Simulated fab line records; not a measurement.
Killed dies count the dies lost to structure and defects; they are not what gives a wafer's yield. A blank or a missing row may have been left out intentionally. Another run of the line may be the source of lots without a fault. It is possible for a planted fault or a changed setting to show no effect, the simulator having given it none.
Which of the tools did it? || flow n5-finfet || 32 wafers sampled from 11 lots at 1 step of a route of 1938

WHAT THE GAUGES READ, wafer by wafer
N5_BEOL_M9_OVL_MEAS_12.
{"lot": "L482", "measured": "day 10 05:56", "on": "overlay-01", "M9_OVL (nm)": "0.0 -1.1 0.8"}
{"lot": "L484", "measured": "day 10 22:33", "on": "overlay-01", "M9_OVL (nm)": "0.7 -0.2 0.6"}
{"lot": "L487", "measured": "day 11 05:00", "on": "overlay-01", "M9_OVL (nm)": "1.0 1.2 0.6"}
{"lot": "L486", "measured": "day 11 07:07", "on": "overlay-02", "M9_OVL (nm)": "-0.7 -0.2 0.7"}
{"lot": "L489", "measured": "day 11 22:10", "on": "overlay-02", "M9_OVL (nm)": "1.0 0.1 0.9"}
{"lot": "L495", "measured": "day 13 09:45", "on": "overlay-02", "M9_OVL (nm)": "-0.6 -0.4 0.7"}
{"lot": "L494", "measured": "day 13 10:22", "on": "overlay-02", "M9_OVL (nm)": "0.0 1.2 -0.2"}
{"lot": "L500", "measured": "day 15 03:02", "on": "overlay-01", "M9_OVL (nm)": "0.9 1.9 1.5"}
{"lot": "L504", "measured": "day 15 22:21", "on": "overlay-02", "M9_OVL (nm)": "-0.5 0.0"}
{"lot": "L503", "measured": "day 15 22:33", "on": "overlay-02", "M9_OVL (nm)": "0.1 -0.4 -0.5"}
{"lot": "L505", "measured": "day 16 02:41", "on": "overlay-02", "M9_OVL (nm)": "0.7 0.1 1.5"}

TOOL THAT RAN EACH LOT (tool first, then ch and the chambers of the sampled wafers, then the start)
The record shows no process step preceding these readings.

THE ANSWER, worked out from the rows above alone
Rule: the usual values come from the lots themselves. The widest of any qualifying gaps counts: lots, ordered by their means at a reading, are off when they make up no more than a third of the lots, leave a main group of 4 or more, and stand apart from it by 3 or more times the standard deviation of that group's means. If all means in a main group match to the digits the tables above print for the reading, that group is not used. Also off: a lot with no number at a reading for which 4 or more lots have one. Where the step has rows for the other lots, those lots are counted as sound.
Across all readings shown, no lot is off: no conclusion can be drawn from this.

WHAT THE SIMULATOR HAD INSERTED
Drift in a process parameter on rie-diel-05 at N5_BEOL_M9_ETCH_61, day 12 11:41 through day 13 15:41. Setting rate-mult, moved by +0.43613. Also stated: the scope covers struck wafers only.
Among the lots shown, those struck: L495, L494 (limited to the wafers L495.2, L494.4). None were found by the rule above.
